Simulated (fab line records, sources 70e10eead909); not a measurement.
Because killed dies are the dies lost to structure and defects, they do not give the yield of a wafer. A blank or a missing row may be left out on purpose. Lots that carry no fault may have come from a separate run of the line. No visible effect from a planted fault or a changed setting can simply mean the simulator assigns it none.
The tool behind it: which one? / flow nand harc / 72 wafers from 24 lots sampled at 6 of the route's 1302 steps

## WHAT THE GAUGES SHOWED, per wafer
NHARC_A_CONTACT_CD_MEAS_08: target cd 200 nm.
lot=L076; measured=day 22 23:14; on=cd sem-01; cd nm (nm)=201.5 201.0 199.8
lot=L075; measured=day 23 00:23; on=cd sem-01; cd nm (nm)=199.4 200.5 199.8
lot=L077; measured=day 23 02:06; on=cd sem-01; cd nm (nm)=199.9 200.5 199.6
lot=L074; measured=day 23 11:21; on=cd sem-03; cd nm (nm)=200.8 200.8 200.3
lot=L078; measured=day 23 19:58; on=cd sem-01; cd nm (nm)=199.6 199.2 200.0
lot=L079; measured=day 24 03:13; on=cd sem-03; cd nm (nm)=199.3 198.7 198.9
lot=L080; measured=day 24 03:48; on=cd sem-01; cd nm (nm)=200.4 200.3 199.2
lot=L081; measured=day 24 20:38; on=cd sem-01; cd nm (nm)=199.6 200.1 200.4
lot=L082; measured=day 25 06:12; on=cd sem-01; cd nm (nm)=200.0 199.8 200.6
lot=L083; measured=day 25 19:36; on=cd sem-03; cd nm (nm)=200.2 199.7 200.0
lot=L084; measured=day 26 07:03; on=cd sem-03; cd nm (nm)=199.4 200.0 199.5
lot=L086; measured=day 26 08:56; on=cd sem-03; cd nm (nm)=199.3 198.7 198.9
lot=L085; measured=day 26 16:20; on=cd sem-01; cd nm (nm)=199.8 199.5 199.6
lot=L087; measured=day 27 05:19; on=cd sem-02; cd nm (nm)=200.0 200.1 199.9
lot=L089; measured=day 28 04:37; on=cd sem-02; cd nm (nm)=199.1 199.4 200.2
lot=L088; measured=day 28 03:28; on=cd sem-02; cd nm (nm)=199.7 200.1 200.2
lot=L091; measured=day 28 20:23; on=cd sem-02; cd nm (nm)=199.2 199.7 200.2
lot=L090; measured=day 28 20:48; on=cd sem-02; cd nm (nm)=199.7 199.4 199.1
lot=L092; measured=day 29 13:25; on=cd sem-02; cd nm (nm)=199.0 199.8 198.8
lot=L093; measured=day 29 20:43; on=cd sem-01; cd nm (nm)=200.1 199.3 199.8
lot=L094; measured=day 30 17:20; on=cd sem-01; cd nm (nm)=200.2 200.7 200.6
lot=L095; measured=day 30 19:11; on=cd sem-02; cd nm (nm)=199.9 199.4 200.0
lot=L096; measured=day 31 04:32; on=cd sem-03; cd nm (nm)=199.6 199.0 200.0
lot=L097; measured=day 31 18:59; on=cd sem-03; cd nm (nm)=199.8 199.8 199.2

## EACH LOT AND THE TOOL THAT RAN IT (in order: tool; ch and the chambers of the sampled wafers; start)
lot=L076; NHARC_A_CONTACT_ETCH_122=har cap etch-03 ch 0,1, day 22 05:53; NHARC_A_CONTACT_STRIP_55=rie diel-08 ch 0,2, day 22 08:31 or earlier; NHARC_A_CONTACT_DEP_57=acl dep-03 ch 0, day 22 08:31; NHARC_A_CONTACT_ETCH_76=rie diel-11 ch 0,2,3, day 22 14:20 or earlier; NHARC_A_CONTACT_ETCH_125=har cap etch-03 ch 0,1, day 22 14:20
lot=L075; NHARC_A_CONTACT_ETCH_122=har cap etch-02 ch 0,1, day 22 05:53; NHARC_A_CONTACT_STRIP_55=rie diel-11 ch 0,3, day 22 12:18 or earlier; NHARC_A_CONTACT_DEP_57=acl dep-01 ch 0, day 22 12:18; NHARC_A_CONTACT_ETCH_76=rie diel-11 ch 0,1, day 22 16:40 or earlier; NHARC_A_CONTACT_ETCH_125=har cap etch-02 ch 0,1, day 22 16:40
lot=L077; NHARC_A_CONTACT_ETCH_122=har cap etch-02 ch 0,1, day 22 10:34; NHARC_A_CONTACT_STRIP_55=rie diel-11 ch 0,2,3, day 22 15:00 or earlier; NHARC_A_CONTACT_DEP_57=acl dep-01 ch 0, day 22 15:00; NHARC_A_CONTACT_ETCH_76=rie diel-06 ch 0,1,3, day 22 19:52 or earlier; NHARC_A_CONTACT_ETCH_125=har cap etch-03 ch 0,1, day 22 19:52
lot=L074; NHARC_A_CONTACT_ETCH_122=har cap etch-01 ch 0,1, day 22 16:07; NHARC_A_CONTACT_STRIP_55=rie diel-11 ch 1,2, day 22 21:34 or earlier; NHARC_A_CONTACT_DEP_57=acl dep-01 ch 0, day 22 21:34; NHARC_A_CONTACT_ETCH_76=rie diel-11 ch 2,3, day 23 03:26 or earlier; NHARC_A_CONTACT_ETCH_125=har cap etch-01 ch 0,1, day 23 03:26
lot=L078; NHARC_A_CONTACT_ETCH_122=har cap etch-01 ch 0,1, day 23 00:29; NHARC_A_CONTACT_STRIP_55=rie diel-08 ch 2,3, day 23 07:53 or earlier; NHARC_A_CONTACT_DEP_57=acl dep-03 ch 0, day 23 07:53; NHARC_A_CONTACT_ETCH_76=rie diel-11 ch 0,1, day 23 14:10 or earlier; NHARC_A_CONTACT_ETCH_125=har cap etch-02 ch 0,1, day 23 14:10
lot=L079; NHARC_A_CONTACT_ETCH_122=har cap etch-02 ch 0,1, day 23 09:32; NHARC_A_CONTACT_STRIP_55=rie diel-11 ch 0,2, day 23 14:36 or earlier; NHARC_A_CONTACT_DEP_57=acl dep-01 ch 0, day 23 14:36; NHARC_A_CONTACT_ETCH_76=rie diel-11 ch 2,3, day 23 19:20 or earlier; NHARC_A_CONTACT_ETCH_125=har cap etch-01 ch 0,1, day 23 19:20
lot=L080; NHARC_A_CONTACT_ETCH_122=har cap etch-01 ch 0,1, day 23 10:24; NHARC_A_CONTACT_STRIP_55=rie diel-08 ch 0,2,3, day 23 13:53 or earlier; NHARC_A_CONTACT_DEP_57=acl dep-03 ch 0, day 23 13:53; NHARC_A_CONTACT_ETCH_76=rie diel-11 ch 1,2,3, day 23 20:20 or earlier; NHARC_A_CONTACT_ETCH_125=har cap etch-03 ch 0,1, day 23 20:20
lot=L081; NHARC_A_CONTACT_ETCH_122=har cap etch-01 ch 0,1, day 24 05:57; NHARC_A_CONTACT_STRIP_55=rie diel-11 ch 0,1,2, day 24 08:52 or earlier; NHARC_A_CONTACT_DEP_57=acl dep-03 ch 0, day 24 08:52; NHARC_A_CONTACT_ETCH_76=rie diel-11 ch 2,3, day 24 14:47 or earlier; NHARC_A_CONTACT_ETCH_125=har cap etch-02 ch 0,1, day 24 14:47
lot=L082; NHARC_A_CONTACT_ETCH_122=har cap etch-03 ch 0,1, day 24 15:47; NHARC_A_CONTACT_STRIP_55=rie diel-11 ch 0,2, day 24 18:13 or earlier; NHARC_A_CONTACT_DEP_57=acl dep-01 ch 0, day 24 18:13; NHARC_A_CONTACT_ETCH_76=rie diel-06 ch 1,2, day 25 00:19 or earlier; NHARC_A_CONTACT_ETCH_125=har cap etch-03 ch 0, day 25 00:19
lot=L083; NHARC_A_CONTACT_ETCH_122=har cap etch-02 ch 0,1, day 25 04:33; NHARC_A_CONTACT_STRIP_55=rie diel-06 ch 0,2,3, day 25 06:52 or earlier; NHARC_A_CONTACT_DEP_57=acl dep-01 ch 0, day 25 06:52; NHARC_A_CONTACT_ETCH_76=rie diel-11 ch 1,2,3, day 25 12:48 or earlier; NHARC_A_CONTACT_ETCH_125=har cap etch-03 ch 0,1, day 25 12:48
lot=L084; NHARC_A_CONTACT_ETCH_122=har cap etch-02 ch 0,1, day 25 16:13; NHARC_A_CONTACT_STRIP_55=rie diel-11 ch 0,1,3, day 25 18:52 or earlier; NHARC_A_CONTACT_DEP_57=acl dep-02 ch 0, day 25 18:52; NHARC_A_CONTACT_ETCH_76=rie diel-11 ch 0,2,3, day 26 00:46 or earlier; NHARC_A_CONTACT_ETCH_125=har cap etch-01 ch 0,1, day 26 00:46
lot=L086; NHARC_A_CONTACT_ETCH_122=har cap etch-01 ch 0,1, day 25 16:28; NHARC_A_CONTACT_STRIP_55=rie diel-08 ch 1,2, day 25 20:17 or earlier; NHARC_A_CONTACT_DEP_57=acl dep-03 ch 0, day 25 20:17; NHARC_A_CONTACT_ETCH_76=rie diel-08 ch 0,3, day 26 02:02 or earlier; NHARC_A_CONTACT_ETCH_125=har cap etch-03 ch 0,1, day 26 02:02
lot=L085; NHARC_A_CONTACT_ETCH_122=har cap etch-02 ch 0,1, day 26 00:26; NHARC_A_CONTACT_STRIP_55=rie diel-11 ch 1,2,3, day 26 04:29 or earlier; NHARC_A_CONTACT_DEP_57=acl dep-02 ch 0, day 26 04:29; NHARC_A_CONTACT_ETCH_76=rie diel-06 ch 0,1, day 26 09:23 or earlier; NHARC_A_CONTACT_ETCH_125=har cap etch-01 ch 0,1, day 26 09:23
lot=L087; NHARC_A_CONTACT_ETCH_122=har cap etch-01 ch 0,1, day 26 13:07; NHARC_A_CONTACT_STRIP_55=rie diel-06 ch 0,3, day 26 17:28 or earlier; NHARC_A_CONTACT_DEP_57=acl dep-01 ch 0, day 26 17:28; NHARC_A_CONTACT_ETCH_76=rie diel-08 ch 0,2,3, day 26 22:22 or earlier; NHARC_A_CONTACT_ETCH_125=har cap etch-03 ch 0,1, day 26 22:22
lot=L089; NHARC_A_CONTACT_ETCH_122=har cap etch-02 ch 0,1, day 27 11:52; NHARC_A_CONTACT_STRIP_55=rie diel-11 ch 0,2,3, day 27 14:11 or earlier; NHARC_A_CONTACT_DEP_57=acl dep-03 ch 0, day 27 14:11; NHARC_A_CONTACT_ETCH_76=rie diel-11 ch 1,2, day 27 18:35; NHARC_A_CONTACT_ETCH_125=har cap etch-02 ch 0,1, day 27 21:26
lot=L088; NHARC_A_CONTACT_ETCH_122=har cap etch-03 ch 0,1, day 27 12:55; NHARC_A_CONTACT_STRIP_55=rie diel-11 ch 1,2,3, day 27 15:47 or earlier; NHARC_A_CONTACT_DEP_57=acl dep-02 ch 0, day 27 15:47; NHARC_A_CONTACT_ETCH_76=rie diel-06 ch 0,1, day 27 21:17 or earlier; NHARC_A_CONTACT_ETCH_125=har cap etch-01 ch 0,1, day 27 21:17
lot=L091; NHARC_A_CONTACT_ETCH_122=har cap etch-03 ch 0,1, day 28 02:29; NHARC_A_CONTACT_STRIP_55=rie diel-11 ch 0,2,3, day 28 07:55 or earlier; NHARC_A_CONTACT_DEP_57=acl dep-03 ch 0, day 28 07:55; NHARC_A_CONTACT_ETCH_76=rie diel-11 ch 0,3, day 28 13:27 or earlier; NHARC_A_CONTACT_ETCH_125=har cap etch-01 ch 0,1, day 28 13:27
lot=L090; NHARC_A_CONTACT_ETCH_122=har cap etch-01 ch 0,1, day 28 03:19; NHARC_A_CONTACT_STRIP_55=rie diel-11 ch 0,2,3, day 28 08:16 or earlier; NHARC_A_CONTACT_DEP_57=acl dep-01 ch 0, day 28 08:16; NHARC_A_CONTACT_ETCH_76=rie diel-06 ch 0,1,2, day 28 14:09 or earlier; NHARC_A_CONTACT_ETCH_125=har cap etch-02 ch 0,1, day 28 14:09
lot=L092; NHARC_A_CONTACT_ETCH_122=har cap etch-03 ch 1, day 28 21:46; NHARC_A_CONTACT_STRIP_55=rie diel-11 ch 0,2, day 29 01:14 or earlier; NHARC_A_CONTACT_DEP_57=acl dep-01 ch 0, day 29 01:14; NHARC_A_CONTACT_ETCH_76=rie diel-11 ch 2,3, day 29 07:08 or earlier; NHARC_A_CONTACT_ETCH_125=har cap etch-02 ch 0,1, day 29 07:08
lot=L093; NHARC_A_CONTACT_ETCH_122=har cap etch-01 ch 0,1, day 29 00:04; NHARC_A_CONTACT_STRIP_55=rie diel-08 ch 0,1,2, day 29 10:16 or earlier; NHARC_A_CONTACT_DEP_57=acl dep-02 ch 0, day 29 10:16; NHARC_A_CONTACT_ETCH_76=rie diel-08 ch 0,1, day 29 14:37 or earlier; NHARC_A_CONTACT_ETCH_125=har cap etch-01 ch 0,1, day 29 14:37
lot=L094; NHARC_A_CONTACT_ETCH_122=har cap etch-03 ch 0,1, day 30 02:52; NHARC_A_CONTACT_STRIP_55=rie diel-11 ch 0,1,3, day 30 05:12 or earlier; NHARC_A_CONTACT_DEP_57=acl dep-02 ch 0, day 30 05:12; NHARC_A_CONTACT_ETCH_76=rie diel-11 ch 0,1, day 30 11:28 or earlier; NHARC_A_CONTACT_ETCH_125=har cap etch-03 ch 0,1, day 30 11:28
lot=L095; NHARC_A_CONTACT_ETCH_122=har cap etch-01 ch 0,1, day 30 04:55; NHARC_A_CONTACT_STRIP_55=rie diel-08 ch 0,2,3, day 30 07:38 or earlier; NHARC_A_CONTACT_DEP_57=acl dep-03 ch 0, day 30 07:38; NHARC_A_CONTACT_ETCH_76=rie diel-06 ch 1,2,3, day 30 13:29 or earlier; NHARC_A_CONTACT_ETCH_125=har cap etch-01 ch 0,1, day 30 13:29
lot=L096; NHARC_A_CONTACT_ETCH_122=har cap etch-02 ch 1, day 30 09:40; NHARC_A_CONTACT_STRIP_55=rie diel-11 ch 0,1,3, day 30 12:16 or earlier; NHARC_A_CONTACT_DEP_57=acl dep-02 ch 0, day 30 12:16; NHARC_A_CONTACT_ETCH_76=rie diel-06 ch 0,1, day 30 18:10 or earlier; NHARC_A_CONTACT_ETCH_125=har cap etch-02 ch 0,1, day 30 18:10
lot=L097; NHARC_A_CONTACT_ETCH_122=har cap etch-03 ch 0,1, day 31 03:05; NHARC_A_CONTACT_STRIP_55=rie diel-08 ch 0,3, day 31 06:58 or earlier; NHARC_A_CONTACT_DEP_57=acl dep-03 ch 0, day 31 06:58; NHARC_A_CONTACT_ETCH_76=rie diel-11 ch 0,2,3, day 31 11:44 or earlier; NHARC_A_CONTACT_ETCH_125=har cap etch-03 ch 0,1, day 31 11:44
- NHARC_A_CONTACT_ETCH_122: etches the open film in C4F8/O2/Ar, time 190 s, target depth 1850 nm.
- NHARC_A_CONTACT_STRIP_55: strips in O2.
- NHARC_A_CONTACT_DEP_57: deposits aC, target thk 5300 nm.
- NHARC_A_CONTACT_ETCH_76: etches the open film in N2/H2, target depth 260 nm, time 475.3 s.
- NHARC_A_CONTACT_ETCH_125: etches the open film in C4F8/O2/Ar, time 197 s, target depth 1918 nm.

## AS READ BY THE TOOLS THEMSELVES (means over the sampled wafers that have a number; for cases with no such wafer, the mark the record gives instead)
NHARC_A_CONTACT_STRIP_55.
lot=L076; tool=rie diel-08; drypump motor current A (A)=5.3; oes product au (a.u.)=1.006; rf vpp V (V)=57.2; showerhead plenum p Torr (Torr)=3.50; throttle valve pct (%)=17.034
lot=L075; tool=rie diel-11; drypump motor current A (A)=6.1; oes product au (a.u.)=0.995; rf vpp V (V)=58.1; showerhead plenum p Torr (Torr)=3.39; throttle valve pct (%)=17.036
lot=L077; tool=rie diel-11; drypump motor current A (A)=5.9; oes product au (a.u.)=1.005; rf vpp V (V)=57.8; showerhead plenum p Torr (Torr)=3.38; throttle valve pct (%)=17.035
lot=L074; tool=rie diel-11; drypump motor current A (A)=5.8; oes product au (a.u.)=0.995; rf vpp V (V)=57.4; showerhead plenum p Torr (Torr)=3.46; throttle valve pct (%)=17.047
lot=L078; tool=rie diel-08; drypump motor current A (A)=5.5; oes product au (a.u.)=0.996; rf vpp V (V)=57.7; showerhead plenum p Torr (Torr)=3.37; throttle valve pct (%)=17.029
lot=L079; tool=rie diel-11; drypump motor current A (A)=5.8; oes product au (a.u.)=0.991; rf vpp V (V)=57.9; showerhead plenum p Torr (Torr)=3.36; throttle valve pct (%)=17.034
lot=L080; tool=rie diel-08; drypump motor current A (A)=5.4; oes product au (a.u.)=1.002; rf vpp V (V)=58.0; showerhead plenum p Torr (Torr)=3.42; throttle valve pct (%)=17.029
lot=L081; tool=rie diel-11; drypump motor current A (A)=5.8; oes product au (a.u.)=0.997; rf vpp V (V)=57.8; showerhead plenum p Torr (Torr)=3.39; throttle valve pct (%)=17.025
lot=L082; tool=rie diel-11; drypump motor current A (A)=5.8; oes product au (a.u.)=0.999; rf vpp V (V)=57.4; showerhead plenum p Torr (Torr)=3.33; throttle valve pct (%)=17.033
lot=L083; tool=rie diel-06; drypump motor current A (A)=6.0; oes product au (a.u.)=0.996; rf vpp V (V)=57.8; showerhead plenum p Torr (Torr)=3.52; throttle valve pct (%)=17.038
lot=L084; tool=rie diel-11; drypump motor current A (A)=6.0; oes product au (a.u.)=1.001; rf vpp V (V)=57.2; showerhead plenum p Torr (Torr)=3.40; throttle valve pct (%)=17.039
lot=L086; tool=rie diel-08; drypump motor current A (A)=5.5; oes product au (a.u.)=1.006; rf vpp V (V)=58.3; showerhead plenum p Torr (Torr)=3.50; throttle valve pct (%)=17.041
lot=L085; tool=rie diel-11; drypump motor current A (A)=5.9; oes product au (a.u.)=1.005; rf vpp V (V)=57.7; showerhead plenum p Torr (Torr)=3.43; throttle valve pct (%)=17.037
lot=L087; tool=rie diel-06; drypump motor current A (A)=5.6; oes product au (a.u.)=0.994; rf vpp V (V)=58.3; showerhead plenum p Torr (Torr)=3.61; throttle valve pct (%)=17.032
lot=L089; tool=rie diel-11; drypump motor current A (A)=5.9; oes product au (a.u.)=1.005; rf vpp V (V)=57.8; showerhead plenum p Torr (Torr)=3.37; throttle valve pct (%)=17.037
lot=L088; tool=rie diel-11; drypump motor current A (A)=5.9; oes product au (a.u.)=1.014; rf vpp V (V)=57.6; showerhead plenum p Torr (Torr)=3.43; throttle valve pct (%)=17.036
lot=L091; tool=rie diel-11; drypump motor current A (A)=5.9; oes product au (a.u.)=1.015; rf vpp V (V)=57.1; showerhead plenum p Torr (Torr)=3.36; throttle valve pct (%)=17.033
lot=L090; tool=rie diel-11; drypump motor current A (A)=5.9; oes product au (a.u.)=1.008; rf vpp V (V)=57.4; showerhead plenum p Torr (Torr)=3.36; throttle valve pct (%)=17.037
lot=L092; tool=rie diel-11; drypump motor current A (A)=5.8; oes product au (a.u.)=1.018; rf vpp V (V)=57.0; showerhead plenum p Torr (Torr)=3.32; throttle valve pct (%)=17.034
lot=L093; tool=rie diel-08; drypump motor current A (A)=5.5; oes product au (a.u.)=1.008; rf vpp V (V)=57.7; showerhead plenum p Torr (Torr)=3.49; throttle valve pct (%)=17.038
lot=L094; tool=rie diel-11; drypump motor current A (A)=6.0; oes product au (a.u.)=1.001; rf vpp V (V)=57.1; showerhead plenum p Torr (Torr)=3.39; throttle valve pct (%)=17.035
lot=L095; tool=rie diel-08; drypump motor current A (A)=5.4; oes product au (a.u.)=0.999; rf vpp V (V)=57.7; showerhead plenum p Torr (Torr)=3.40; throttle valve pct (%)=17.041
lot=L096; tool=rie diel-11; drypump motor current A (A)=6.0; oes product au (a.u.)=0.999; rf vpp V (V)=57.8; showerhead plenum p Torr (Torr)=3.39; throttle valve pct (%)=17.047
lot=L097; tool=rie diel-08; drypump motor current A (A)=5.3; oes product au (a.u.)=1.004; rf vpp V (V)=56.4; showerhead plenum p Torr (Torr)=3.40; throttle valve pct (%)=17.040

NHARC_A_CONTACT_DEP_57.
lot=L076; tool=acl dep-03; throttle valve pct (%)=35.004
lot=L075; tool=acl dep-01; throttle valve pct (%)=35.009
lot=L077; tool=acl dep-01; throttle valve pct (%)=35.001
lot=L074; tool=acl dep-01; throttle valve pct (%)=34.994
lot=L078; tool=acl dep-03; throttle valve pct (%)=35.003
lot=L079; tool=acl dep-01; throttle valve pct (%)=35.000
lot=L080; tool=acl dep-03; throttle valve pct (%)=34.991
lot=L081; tool=acl dep-03; throttle valve pct (%)=34.999
lot=L082; tool=acl dep-01; throttle valve pct (%)=34.989
lot=L083; tool=acl dep-01; throttle valve pct (%)=34.997
lot=L084; tool=acl dep-02; throttle valve pct (%)=34.995
lot=L086; tool=acl dep-03; throttle valve pct (%)=35.003
lot=L085; tool=acl dep-02; throttle valve pct (%)=35.007
lot=L087; tool=acl dep-01; throttle valve pct (%)=35.004
lot=L089; tool=acl dep-03; throttle valve pct (%)=34.996
lot=L088; tool=acl dep-02; throttle valve pct (%)=34.990
lot=L091; tool=acl dep-03; throttle valve pct (%)=35.004
lot=L090; tool=acl dep-01; throttle valve pct (%)=35.003
lot=L092; tool=acl dep-01; throttle valve pct (%)=35.008
lot=L093; tool=acl dep-02; throttle valve pct (%)=34.993
lot=L094; tool=acl dep-02; throttle valve pct (%)=34.998
lot=L095; tool=acl dep-03; throttle valve pct (%)=34.996
lot=L096; tool=acl dep-02; throttle valve pct (%)=35.002
lot=L097; tool=acl dep-03; throttle valve pct (%)=35.001

NHARC_A_CONTACT_ETCH_76.
lot=L076; tool=rie diel-11; drypump motor current A (A)=5.9; oes product au (a.u.)=0.996; rf vpp V (V)=427.6; showerhead plenum p Torr (Torr)=1.95; throttle valve pct (%)=14.172
lot=L075; tool=rie diel-11; drypump motor current A (A)=5.9; oes product au (a.u.)=0.998; rf vpp V (V)=428.5; showerhead plenum p Torr (Torr)=1.97; throttle valve pct (%)=14.173
lot=L077; tool=rie diel-06; drypump motor current A (A)=5.7; oes product au (a.u.)=0.997; rf vpp V (V)=430.3; showerhead plenum p Torr (Torr)=2.05; throttle valve pct (%)=14.179
lot=L074; tool=rie diel-11; drypump motor current A (A)=5.9; oes product au (a.u.)=1.000; rf vpp V (V)=428.2; showerhead plenum p Torr (Torr)=1.97; throttle valve pct (%)=14.170
lot=L078; tool=rie diel-11; drypump motor current A (A)=5.9; oes product au (a.u.)=0.997; rf vpp V (V)=428.6; showerhead plenum p Torr (Torr)=1.97; throttle valve pct (%)=14.177
lot=L079; tool=rie diel-11; drypump motor current A (A)=6.0; oes product au (a.u.)=1.006; rf vpp V (V)=428.0; showerhead plenum p Torr (Torr)=1.97; throttle valve pct (%)=14.171
lot=L080; tool=rie diel-11; drypump motor current A (A)=5.9; oes product au (a.u.)=1.008; rf vpp V (V)=429.6; showerhead plenum p Torr (Torr)=1.98; throttle valve pct (%)=14.166
lot=L081; tool=rie diel-11; drypump motor current A (A)=6.0; oes product au (a.u.)=1.007; rf vpp V (V)=429.5; showerhead plenum p Torr (Torr)=1.97; throttle valve pct (%)=14.173
lot=L082; tool=rie diel-06; drypump motor current A (A)=6.0; oes product au (a.u.)=1.004; rf vpp V (V)=428.8; showerhead plenum p Torr (Torr)=1.99; throttle valve pct (%)=14.165
lot=L083; tool=rie diel-11; drypump motor current A (A)=5.9; oes product au (a.u.)=1.013; rf vpp V (V)=429.0; showerhead plenum p Torr (Torr)=1.98; throttle valve pct (%)=14.165
lot=L084; tool=rie diel-11; drypump motor current A (A)=5.9; oes product au (a.u.)=1.003; rf vpp V (V)=427.9; showerhead plenum p Torr (Torr)=1.94; throttle valve pct (%)=14.171
lot=L086; tool=rie diel-08; drypump motor current A (A)=5.3; oes product au (a.u.)=1.007; rf vpp V (V)=429.2; showerhead plenum p Torr (Torr)=1.98; throttle valve pct (%)=14.177
lot=L085; tool=rie diel-06; drypump motor current A (A)=5.6; oes product au (a.u.)=0.995; rf vpp V (V)=432.1; showerhead plenum p Torr (Torr)=2.09; throttle valve pct (%)=14.172
lot=L087; tool=rie diel-08; drypump motor current A (A)=5.4; oes product au (a.u.)=1.011; rf vpp V (V)=428.8; showerhead plenum p Torr (Torr)=1.97; throttle valve pct (%)=14.172
lot=L089; tool=rie diel-11; drypump motor current A (A)=5.8; oes product au (a.u.)=1.005; rf vpp V (V)=428.8; showerhead plenum p Torr (Torr)=1.99; throttle valve pct (%)=14.165
lot=L088; tool=rie diel-06; drypump motor current A (A)=5.6; oes product au (a.u.)=0.992; rf vpp V (V)=432.4; showerhead plenum p Torr (Torr)=2.09; throttle valve pct (%)=14.167
lot=L091; tool=rie diel-11; drypump motor current A (A)=6.1; oes product au (a.u.)=1.008; rf vpp V (V)=427.1; showerhead plenum p Torr (Torr)=1.94; throttle valve pct (%)=14.166
lot=L090; tool=rie diel-06; drypump motor current A (A)=5.9; oes product au (a.u.)=0.994; rf vpp V (V)=430.0; showerhead plenum p Torr (Torr)=2.03; throttle valve pct (%)=14.181
lot=L092; tool=rie diel-11; drypump motor current A (A)=5.9; oes product au (a.u.)=1.010; rf vpp V (V)=428.1; showerhead plenum p Torr (Torr)=1.96; throttle valve pct (%)=14.168
lot=L093; tool=rie diel-08; drypump motor current A (A)=5.4; oes product au (a.u.)=1.017; rf vpp V (V)=430.0; showerhead plenum p Torr (Torr)=2.02; throttle valve pct (%)=14.172
lot=L094; tool=rie diel-11; drypump motor current A (A)=5.9; oes product au (a.u.)=0.997; rf vpp V (V)=427.8; showerhead plenum p Torr (Torr)=1.96; throttle valve pct (%)=14.178
lot=L095; tool=rie diel-06; drypump motor current A (A)=6.1; oes product au (a.u.)=0.998; rf vpp V (V)=428.8; showerhead plenum p Torr (Torr)=1.98; throttle valve pct (%)=14.175
lot=L096; tool=rie diel-06; drypump motor current A (A)=5.6; oes product au (a.u.)=1.008; rf vpp V (V)=429.2; showerhead plenum p Torr (Torr)=2.03; throttle valve pct (%)=14.173
lot=L097; tool=rie diel-11; drypump motor current A (A)=5.9; oes product au (a.u.)=1.011; rf vpp V (V)=427.5; showerhead plenum p Torr (Torr)=1.93; throttle valve pct (%)=14.173

## THE ANSWER, worked out from the rows above alone
Rule: the lots themselves supply what counts as usual. The widest of any qualifying gaps counts: lots, ordered by their means at a reading, are off when they make up no more than a third of the lots, leave a main group of 4 or more, and stand apart from it by 3 or more times the standard deviation of that group's means. The tables above print the reading to a certain number of digits; a main group whose means all agree to those digits is not used. A lot without any number at a reading at which 4 lots or more have one is off too. Where the step has rows for the other lots, those lots are counted as sound. After the gauges, taken in route order, come the tools' own readings; for these a lot's mean is taken, as printed above. The first step at which some lot is off is used, and at that step the reading that is off furthest; a lot without a number counts as furthest.
None of the lots is off at any reading shown; this tells nothing.

## WHAT HAD BEEN PUT IN BY THE SIMULATOR
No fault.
